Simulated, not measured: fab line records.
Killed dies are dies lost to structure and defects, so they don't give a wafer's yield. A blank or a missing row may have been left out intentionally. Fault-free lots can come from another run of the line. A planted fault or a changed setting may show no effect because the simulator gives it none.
fab line records    flow n5_finfet
[record] lots = 7  wafers = 39
route steps=1938 shown FIN_SAQP@102 DUMMY_GATE@243 SD_EPI_P@312 SD_ACTIVATION@330
start_h: start of the lot's first displayed wafer, in hours after the record's first day    wait_h: hours elapsed since this lot's preceding step    " same as the row above    L1.1+2: a single row standing in for several wafers    - no value, or no start was given    * or withheld: withheld    < > ~ a bound
route shown NAME@n: NAME is a module with steps in the file, n the number in the route of the first one    usual: the fault-free wafers' mean and standard deviation    same: alike in all rows    chamber/n: place in a boat    sites: the reading at each site    _std_site: the values' standard deviation    _edge_site: inner sites' mean taken away from outer sites' mean    radius_mm: how far each site lies from the wafer's centre    mask NAME#n: copy n    behind: the tool/chamber that last shaped the wafer    hold: the reason the lot was held/the length of the hold in hours/how it ended    device: which transistor (n, p or np) failed to switch    end of line: tests run on the same wafers once the route is complete    step lacking rows: just its recipe    killed: not the wafer's yield, but the dies lost to structure and defects at the first sort    map: the dies of a wafer, with x for killed, . for not killed, _ for no die there
set.NAME: the setting the step ran with; set.NAME@STEP: the setting that earlier step ran with    model.NAME: the simulator's own value behind a step, which no gauge read
one table per step and one row per wafer, for lots whose settings were changed on purpose
[[steps]]
[step N5_FIN_SAQP_HM_DEP_72]
[recipe] material = SiO2  target_thk_a = 120  temp_c = 400  precursor = SiH4/N2O  pressure_torr = 0.75  rf_w = 275  time_s = 7.2
lot.wafer  tool      chamber  start_h  wait_h  set.time_s  model.SiO2_of_FIN_SAQP_HM_DEP_72.thk_nm
L083.1     pecvd-02  0        77.64    0.0     7.2         12.07
L083.2     "         1        "        "       7.508       12.49
L083.3     "         2        "        "       7.2         11.99
L083.4     "         1        "        "       7.508       12.69
L083.5     "         0        "        "       7.508       12.72
L083.6     "         2        "        "       7.2         12.29
L085.1     pecvd-01  0        86.93    0.0     6.734       11.08
L085.2     "         2        "        "       6.734       10.89
L085.3     "         1        "        "       7.2         11.74
L085.4     "         2        "        "       7.2         12.08
L085.5     "         1        "        "       7.2         12.07
L085.6     "         0        "        "       6.734       11.35
L088.1     pecvd-02  1        105.52   0.0     7.853       12.92
L088.2     "         2        "        "       7.2         11.8
L088.3     "         0        "        "       7.2         11.99
L088.4     "         1        "        "       7.853       13.1
L088.5     "         2        "        "       7.2         12.02
L088.6     "         0        "        "       7.853       13.35
L090.1     pecvd-04  2        116.77   0.0     8.144       13.7
L090.2     "         0        "        "       7.2         11.78
L090.3     "         1        "        "       8.144       13.44
L090.4     "         0        "        "       8.144       13.66
L090.5     "         1        "        "       7.2         12.18
L090.6     "         2        "        "       7.2         12.16
L091.1     pecvd-04  1        122.99   0.0     7.2         12.02
L091.4     "         2        "        "       7.2         12.31
L091.5     "         0        "        "       7.2         12.28
L092.1     pecvd-04  1        129.29   0.0     7.2         12
L092.2     "         2        "        "       7.2         12.09
L092.3     "         0        "        "       7.2         11.84
L092.4     "         2        "        "       8.283       14.06
L092.5     "         1        "        "       8.283       14.01
L092.6     "         0        "        "       8.283       13.83
L096.1     pecvd-01  1        153.38   0.0     6.249       10.27
L096.2     "         0        "        "       7.2         11.87
L096.3     "         2        "        "       6.249       10.39
L096.4     "         0        "        "       7.2         12.22
L096.5     "         1        "        "       6.249       10.45
L096.6     "         2        "        "       7.2         12.03
[step N5_FIN_SAQP_COAT_49]
[recipe] resist = SOC  temp_c = 250  time_s = 60  spin_rpm = 1500  resist_thk_nm = 100
[step N5_FIN_SAQP_COAT_50]
[recipe] resist = SiARC  temp_c = 220  time_s = 60  spin_rpm = 1500  resist_thk_nm = 35
[step N5_FIN_SAQP_ETCH_52]
[recipe] chemistry = N2/H2  target = SOC  target_depth_a = 1000  overetch_a = 200  mask_material = SiARC  temp_c = 40  time_s = 150  ion_energy_ev = 200  pressure_mtorr = 30  source_w = 840  bias_w = 150  n2_flow_sccm = 200  h2_flow_sccm = 200  ends = end_point
[step N5_FIN_SAQP_STRIP_53]
[recipe] chemistry = N2/H2  temp_c = 40  n2_flow_sccm = 200  h2_flow_sccm = 200  rf_frequency_hz = 6e+07
[step N5_FIN_SAQP_HM_OPEN_73]
[recipe] chemistry = CHF3/O2  target = SiO2  stop_on = a-Si  target_depth_a = 120  over_etch_frac = 1.8  mask_material = SOC  time_s = 16.8  pressure_mtorr = 30  source_w = 650  bias_w = 170  Ar_flow_sccm = 200  CHF3_flow_sccm = 50  O2_flow_sccm = 5  ion_energy_ev = 200  ends = end_point
lot.wafer  tool         chamber  start_h  wait_h  set.time_s@FIN_SAQP_HM_DEP_72  model.etch.depth_nm
L083.1     rie_diel-02  2        78.38    0.0     7.2                            12.07
L083.2     "            3        "        "       7.508                          12.49
L083.3     "            1        "        "       7.2                            11.99
L083.4     "            0        "        "       7.508                          12.69
L083.5     "            0        "        "       7.508                          12.72
L083.6     "            1        "        "       7.2                            12.29
L085.1     rie_diel-05  0        87.68    0.0     6.734                          11.08
L085.2     "            1        "        "       6.734                          10.89
L085.3     "            2        "        "       7.2                            11.74
L085.4     "            3        "        "       7.2                            12.08
L085.5     "            2        "        "       7.2                            12.07
L085.6     "            3        "        "       6.734                          11.35
L088.1     rie_diel-05  2        106.26   0.0     7.853                          12.92
L088.2     "            1        "        "       7.2                            11.8
L088.3     "            3        "        "       7.2                            11.99
L088.4     "            0        "        "       7.853                          13.1
L088.5     "            1        "        "       7.2                            12.02
L088.6     "            2        "        "       7.853                          13.35
L090.1     rie_diel-02  1        117.51   0.0     8.144                          13.7
L090.2     "            0        "        "       7.2                            11.78
L090.3     "            2        "        "       8.144                          13.44
L090.4     "            3        "        "       8.144                          13.66
L090.5     "            2        "        "       7.2                            12.18
L090.6     "            1        "        "       7.2                            12.16
L091.1     rie_diel-02  3        123.88   0.0     7.2                            12.02
L091.4     "            2        "        "       7.2                            12.31
L091.5     "            2        "        "       7.2                            12.28
L092.1     rie_diel-02  1        130.03   0.0     7.2                            12
L092.2     "            0        "        "       7.2                            12.09
L092.3     "            2        "        "       7.2                            11.84
L092.4     "            3        "        "       8.283                          14.06
L092.5     "            1        "        "       8.283                          14.01
L092.6     "            2        "        "       8.283                          13.83
L096.1     rie_diel-01  1        154.00   0.0     6.249                          10.27
L096.2     "            0        "        "       7.2                            11.87
L096.3     "            3        "        "       6.249                          10.39
L096.4     "            3        "        "       7.2                            12.22
L096.5     "            1        "        "       6.249                          10.45
L096.6     "            0        "        "       7.2                            12.03
[step N5_DUMMY_GATE_ETCH_31]
[recipe] chemistry = C4F6/O2  target = SiO2  mask_material = SOC  target_depth_a = 825  time_s = 27.5  ion_energy_ev = 250  pressure_mtorr = 30  source_w = 345  bias_w = 185  Ar_flow_sccm = 300  C4F6_flow_sccm = 10  O2_flow_sccm = 10
lot.wafer  tool         chamber  start_h  wait_h  set.target_depth_a  model.etch.depth_nm  model.SOC_of_DUMMY_GATE_COAT_34.thk_nm
L083.1     rie_diel-04  0        104.17   0.0     897.1               87.6                 51.6
L083.2     "            2        "        "       825                 82.03                52
L083.3     "            1        "        "       897.1               87.94                51.8
L083.4     "            3        "        "       897.1               89.35                51.4
L083.5     "            2        "        "       825                 81.77                52
L083.6     "            3        "        "       825                 82.38                51.8
L085.1     rie_diel-06  1        114.40   0.0     825                 81.81                51.8
L085.2     "            0        "        "       825                 81.72                51.8
L085.3     "            2        "        "       796.1               80.5                 52.2
L085.4     "            3        "        "       796.1               78.43                52.2
L085.5     "            0        "        "       825                 81.68                51.8
L085.6     "            1        "        "       796.1               78.64                52.2
L088.1     rie_diel-03  3        129.78   0.0     728.5               72.79                52.6
L088.2     "            1        "        "       728.5               71.85                52.6
L088.3     "            0        "        "       825                 84.34                51.6
L088.4     "            2        "        "       825                 84.4                 51.6
L088.5     "            1        "        "       728.5               72.49                52.6
L088.6     "            0        "        "       825                 83.95                51.6
L090.1     rie_diel-06  2        148.69   0.1     920.7               91.55                50.8
L090.2     "            1        "        "       920.7               90.32                51
L090.3     "            0        "        "       825                 81.48                52
L090.4     "            2        "        "       825                 82.6                 51.8
L090.5     "            0        "        "       825                 81.48                51.8
L090.6     "            1        "        "       920.7               90.56                51.2
L091.1     rie_diel-04  3        148.71   0.1     825                 82.44                51.8
L091.4     "            0        "        "       825                 80.39                52
L091.5     "            1        "        "       825                 81.6                 52
L092.1     rie_diel-03  2        155.66   0.1     825                 84.48                51.6
L092.2     "            3        "        "       825                 82.38                51.8
L092.3     "            1        "        "       825                 82.44                51.8
L092.4     "            0        "        "       825                 84.74                51.4
L092.5     "            1        "        "       825                 82.49                51.8
L092.6     "            0        "        "       825                 84.59                51.8
L096.1     rie_diel-03  2        179.46   0.0     902.5               91.46                50.8
L096.2     "            0        "        "       902.5               91.63                50.8
L096.3     "            3        "        "       825                 81.81                52
L096.4     "            1        "        "       825                 81.21                52
L096.5     "            1        "        "       902.5               89.61                51.2
L096.6     "            0        "        "       825                 84.04                51.8
[step N5_SD_EPI_P_ETCH_16]
[recipe] chemistry = CHF3/O2  target = SiO2  target_depth_a = 50  mask_material = SOC  pressure_mtorr = 30  source_w = 650  bias_w = 170  Ar_flow_sccm = 200  CHF3_flow_sccm = 50  O2_flow_sccm = 5  ion_energy_ev = 200
lot.wafer  tool         chamber  start_h  wait_h  set.target_depth_a  model.etch.depth_nm
L083.1     rie_diel-06  1        110.93   0.1     50                  4.935
L083.2     "            0        "        "       55.57               5.544
L083.3     "            3        "        "       50                  4.9
L083.4     "            2        "        "       55.57               5.592
L083.5     "            1        "        "       50                  4.951
L083.6     "            2        "        "       55.57               5.643
L085.1     rie_diel-03  3        122.48   0.1     50                  4.995
L085.2     "            1        "        "       50                  5.004
L085.3     "            0        "        "       50                  5.134
L085.4     "            1        "        "       50                  5.044
L085.5     "            3        "        "       50                  5.019
L085.6     "            0        "        "       50                  5.166
L088.1     rie_diel-04  1        137.47   0.1     52.48               5.233
L088.2     "            3        "        "       50                  5.079
L088.3     "            0        "        "       50                  4.907
L088.4     "            2        "        "       50                  5.01
L088.5     "            2        "        "       52.48               5.245
L088.6     "            3        "        "       52.48               5.29
L090.1     rie_diel-06  0        156.14   0.1     53.15               5.209
L090.2     "            2        "        "       50                  4.997
L090.3     "            1        "        "       50                  4.913
L090.4     "            1        "        "       50                  4.903
L090.5     "            0        "        "       53.15               5.216
L090.6     "            2        "        "       53.15               5.325
L091.1     rie_diel-04  2        156.61   0.1     50                  5.038
L091.4     "            0        "        "       50                  4.967
L091.5     "            0        "        "       50                  4.959
L092.1     rie_diel-06  2        162.49   0.1     50                  5.058
L092.2     "            1        "        "       50                  4.957
L092.3     "            3        "        "       53.2                5.369
L092.4     "            0        "        "       50                  4.97
L092.5     "            1        "        "       53.2                5.26
L092.6     "            0        "        "       53.2                5.3
L096.1     rie_diel-03  0        187.25   0.1     47.52               4.802
L096.2     "            2        "        "       47.52               4.806
L096.3     "            3        "        "       50                  4.942
L096.4     "            1        "        "       50                  4.955
L096.5     "            1        "        "       50                  4.943
L096.6     "            2        "        "       47.52               4.817
[step N5_SD_EPI_P_EPI_21]
[recipe] material = SiGe:B  dopant = B  temp_c = 550  pressure_torr = 20  ambient = H2  time_s = 355
lot.wafer  tool          chamber  start_h  wait_h  set.time_s  model.SiGe-B_of_SD_EPI_P_EPI_21.thk_nm
L083.1+5   epi_rpcvd-04  0        111.67   0.1     355         60.8
L083.2     "             0        "        "       355         61.4
L083.3     "             0        "        "       355         61
L083.4     "             0        "        "       355         61.6
L083.6     "             0        "        "       355         61.2
L085.1     epi_rpcvd-02  0        123.21   0.1     421.6       69
L085.2     "             0        "        "       421.6       69.8
L085.3     "             0        "        "       355         61
L085.4     "             0        "        "       421.6       69.2
L085.5     "             0        "        "       355         61.2
L085.6     "             0        "        "       355         61.6
L088.1+5   epi_rpcvd-04  0        138.33   0.2     355         60.6
L088.2+6   "             0        "        "       355         61
L088.3     "             0        "        "       355         61.2
L088.4     "             0        "        "       355         60.8
L090.1     epi_rpcvd-03  0        156.87   0.1     309.5       56
L090.2+6   "             0        "        "       355         61.4
L090.3     "             0        "        "       355         62
L090.4     "             0        "        "       309.5       55.8
L090.5     "             0        "        "       309.5       56.2
L091.1     epi_rpcvd-04  0        158.05   0.2     355         60.4
L091.4     "             0        159.49   1.5     355         60
L091.5     "             0        "        "       355         61.2
L092.1+6   epi_rpcvd-04  0        163.34   0.2     355         60.2
L092.2     "             0        "        "       355         61
L092.3     "             0        "        "       355         60.4
L092.4     "             0        "        "       355         61.4
L092.5     "             0        "        "       355         59.4
L096.1     epi_rpcvd-03  0        188.11   0.2     299.4       54.6
L096.2     "             0        "        "       355         61.6
L096.3     "             0        "        "       299.4       54.4
L096.4     "             0        "        "       299.4       54.8
L096.5     "             0        "        "       355         61
L096.6     "             0        "        "       355         60.8
[step N5_SD_EPI_P_EPI_MEAS_23]
[recipe] mode = xrd
[usual] thk_nm = 61.4/1.2
lot.wafer  tool           chamber  start_h  wait_h  set.time_s@SD_EPI_P_EPI_21  thk_nm
L083.1     film_metro-02  -        113.86   1.8     355                         61.4
L083.2     "              -        "        "       355                         60.7
L083.3     "              -        "        "       355                         62.5
L083.4     "              -        "        "       355                         62.6
L083.5     "              -        "        "       355                         61.3
L083.6     "              -        "        "       355                         60.8
L085.1     film_metro-02  -        125.42   1.9     421.6                       69.4
L085.2     "              -        "        "       421.6                       68.6
L085.3     "              -        "        "       355                         62.6
L085.4     "              -        "        "       421.6                       69.0
L085.5     "              -        "        "       355                         62.3
L085.6     "              -        "        "       355                         60.5
L088.1     film_metro-01  -        141.24   2.4     355                         60.5
L088.2     "              -        "        "       355                         62.0
L088.3     "              -        "        "       355                         61.2
L088.4     "              -        "        "       355                         60.5
L088.5     "              -        "        "       355                         60.3
L088.6     "              -        "        "       355                         61.5
L090.1     film_metro-01  -        159.06   1.8     309.5                       56.2
L090.2     "              -        "        "       355                         61.5
L090.3     "              -        "        "       355                         61.4
L090.4     "              -        "        "       309.5                       56.7
L090.5     "              -        "        "       309.5                       55.4
L090.6     "              -        "        "       355                         60.0
L091.1     film_metro-01  -        160.96   2.4     355                         63.1
L091.4     "              -        "        "       355                         60.5
L091.5     "              -        "        "       355                         61.3
L092.1     film_metro-02  -        166.26   2.4     355                         59.6
L092.2     "              -        "        "       355                         62.2
L092.3     "              -        "        "       355                         60.7
L092.4     "              -        "        "       355                         63.6
L092.5     "              -        "        "       355                         59.6
L092.6     "              -        "        "       355                         62.7
L096.1     film_metro-01  -        191.02   2.5     299.4                       53.3
L096.2     "              -        "        "       355                         61.0
L096.3     "              -        "        "       299.4                       55.0
L096.4     "              -        "        "       299.4                       53.7
L096.5     "              -        "        "       355                         60.6
L096.6     "              -        "        "       355                         60.2
[step N5_SD_EPI_P_HM_STRIP_48]
[recipe] chemistry = H3PO4  temp_c = 160  material = SiNx  target = SiNx  target_depth_a = 30  overetch_fraction = 0.3
lot.wafer  tool          chamber  start_h  wait_h  set.time_s@SD_EPI_P_EPI_21  model.SiGe-B_of_SD_EPI_P_EPI_21.thk_nm
L083.1+5   wet_bench-05  5,7      113.90   0.0     355                         60.4
L083.2+4   "             3,6      "        "       355                         61.2
L083.3     "             4        "        "       355                         60.6
L083.6     "             0        "        "       355                         61
L085.1     wet_bench-05  4        125.46   0.0     421.6                       68.6
L085.2     "             2        "        "       421.6                       69.4
L085.3     "             1        "        "       355                         60.8
L085.4     "             6        "        "       421.6                       68.8
L085.5     "             5        "        "       355                         61
L085.6     "             3        "        "       355                         61.4
L088.1+5   wet_bench-01  4,3      141.28   0.0     355                         60.2
L088.2+3   "             7,0      "        "       355                         60.8
L088.4     "             5        "        "       355                         60.4
L088.6     "             6        "        "       355                         60.6
L090.1+4   wet_bench-01  7,5      159.10   0.0     309.5                       55.6
L090.2+6   "             6,1      "        "       355                         61.2
L090.3     "             0        "        "       355                         61.8
L090.5     "             2        "        "       309.5                       56
L091.1     wet_bench-05  3        161.00   0.0     355                         60.2
L091.4     "             7        "        "       355                         59.6
L091.5     "             6        "        "       355                         61
L092.1+6   wet_bench-01  4,1      166.30   0.0     355                         59.8
L092.2     "             5        "        "       355                         60.6
L092.3     "             6        "        "       355                         60
L092.4     "             2        "        "       355                         61.2
L092.5     "             3        "        "       355                         59.2
L096.1     wet_bench-02  0        191.07   0.0     299.4                       54.2
L096.2     "             6        "        "       355                         61.2
L096.3     "             4        "        "       299.4                       54
L096.4     "             7        "        "       299.4                       54.4
L096.5     "             5        "        "       355                         60.6
L096.6     "             1        "        "       355                         60.4
[step N5_SD_EPI_P_SRD_49]
[recipe] dry = ipa_marangoni  time_s = 30  temp_c = 23  rinse_liquid = diw
[step N5_SD_EPI_P_PRECLEAN_24]
[recipe] chemistry = O3/DIW  time_s = 45  temp_c = 22  o3_ppm = 10
[step N5_SD_ACTIVATION_RTA_00]
[recipe] temp_c = 975  time_s = 0  ambient = N2  idle_temp_c = 600  ramp_up_c_per_s = 150  ramp_down_c_per_s = 60  cool_to_c = 600
[step N5_SD_ACTIVATION_LSA_01]
[recipe] temp_c = 1080  time_s = 0.0008  ambient = N2
[step N5_SD_ACTIVATION_RS_MEAS_03]
[recipe] thk_meas_gauge = four-point-probe
[usual] RS_SD_N = 21.9/0.3  RS_SD_P = 56.1/0.82
lot.wafer  tool           chamber  start_h  wait_h  set.time_s@SD_EPI_P_EPI_21  RS_SD_N[ohm/sq]  RS_SD_P[ohm/sq]
L083.1     film_metro-02  -        114.55   0.2     355                         21.8             56.1
L083.2     "              -        "        "       355                         21.7             55.9
L083.3     "              -        "        "       355                         21.6             56.1
L083.4     "              -        "        "       355                         21.9             55.4
L083.5     "              -        "        "       355                         21.7             56.6
L083.6     "              -        "        "       355                         21.8             55.7
L085.1     film_metro-02  -        126.08   0.2     421.6                       21.4             49.5
L085.2     "              -        "        "       421.6                       21.5             48.9
L085.3     "              -        "        "       355                         21.2             55.4
L085.4     "              -        "        "       421.6                       21.8             49.0
L085.5     "              -        "        "       355                         21.4             55.3
L085.6     "              -        "        "       355                         21.5             55.0
L088.1     film_metro-02  -        141.88   0.2     355                         22.4             56.2
L088.2     "              -        "        "       355                         22.0             55.2
L088.3     "              -        "        "       355                         21.9             55.7
L088.4     "              -        "        "       355                         21.8             55.3
L088.5     "              -        "        "       355                         22.1             56.5
L088.6     "              -        "        "       355                         21.6             55.7
L090.1     film_metro-02  -        159.78   0.2     309.5                       21.9             61.7
L090.2     "              -        "        "       355                         21.9             55.8
L090.3     "              -        "        "       355                         21.6             55.3
L090.4     "              -        "        "       309.5                       21.6             61.6
L090.5     "              -        "        "       309.5                       21.7             60.9
L090.6     "              -        "        "       355                         22.1             55.9
L091.1     film_metro-01  -        162.51   0.2     355                         21.7             57.0
L091.4     "              -        "        "       355                         21.9             57.3
L091.5     "              -        "        "       355                         21.9             56.6
L092.1     film_metro-02  -        166.99   0.2     355                         21.9             57.5
L092.2     "              -        "        "       355                         21.7             56.9
L092.3     "              -        "        "       355                         22.1             57.1
L092.4     "              -        "        "       355                         21.7             55.9
L092.5     "              -        "        "       355                         21.9             57.5
L092.6     "              -        "        "       355                         21.7             57.6
L096.1     film_metro-01  -        191.81   0.2     299.4                       21.8             62.6
L096.2     "              -        "        "       355                         21.7             55.5
L096.3     "              -        "        "       299.4                       21.8             62.9
L096.4     "              -        "        "       299.4                       22.0             62.9
L096.5     "              -        "        "       355                         22.0             55.8
L096.6     "              -        "        "       355                         21.7             56.6
[[key]]
[split] step = N5_FIN_SAQP_HM_DEP_72  setting = time_s  stated = 7.2  by = wafer
[response] step = N5_FIN_SAQP_HM_DEP_72  reading = model.SiO2_of_FIN_SAQP_HM_DEP_72.thk_nm  change = +0.127  per = 1%  r = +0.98
[response] step = N5_FIN_SAQP_HM_OPEN_73  reading = model.etch.depth_nm  change = +0.127  per = 1%  r = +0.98
[split] step = N5_DUMMY_GATE_ETCH_31  setting = target_depth_a  stated = 825  by = wafer
[response] step = N5_DUMMY_GATE_ETCH_31  reading = model.etch.depth_nm  change = +0.862  per = 1%  r = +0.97
[response] step = N5_DUMMY_GATE_ETCH_31  reading = model.SOC_of_DUMMY_GATE_COAT_34.thk_nm  change = -0.0791  per = 1%  r = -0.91
[split] step = N5_SD_EPI_P_ETCH_16  setting = target_depth_a  stated = 50  by = wafer
[response] step = N5_SD_EPI_P_ETCH_16  reading = model.etch.depth_nm  change = +0.0525  per = 1%  r = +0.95
[split] step = N5_SD_EPI_P_EPI_21  setting = time_s  stated = 355  by = wafer
[response] step = N5_SD_EPI_P_EPI_21  reading = model.SiGe-B_of_SD_EPI_P_EPI_21.thk_nm  change = +0.427  per = 1%  r = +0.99
[response] step = N5_SD_EPI_P_EPI_MEAS_23  reading = thk_nm  change = *  per = 1%  r = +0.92
[response] step = N5_SD_EPI_P_HM_STRIP_48  reading = model.SiGe-B_of_SD_EPI_P_EPI_21.thk_nm  change = +0.424  per = 1%  r = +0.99
[response] step = N5_SD_ACTIVATION_RS_MEAS_03  reading = RS_SD_P  change = -0.387  per = 1%  r = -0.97
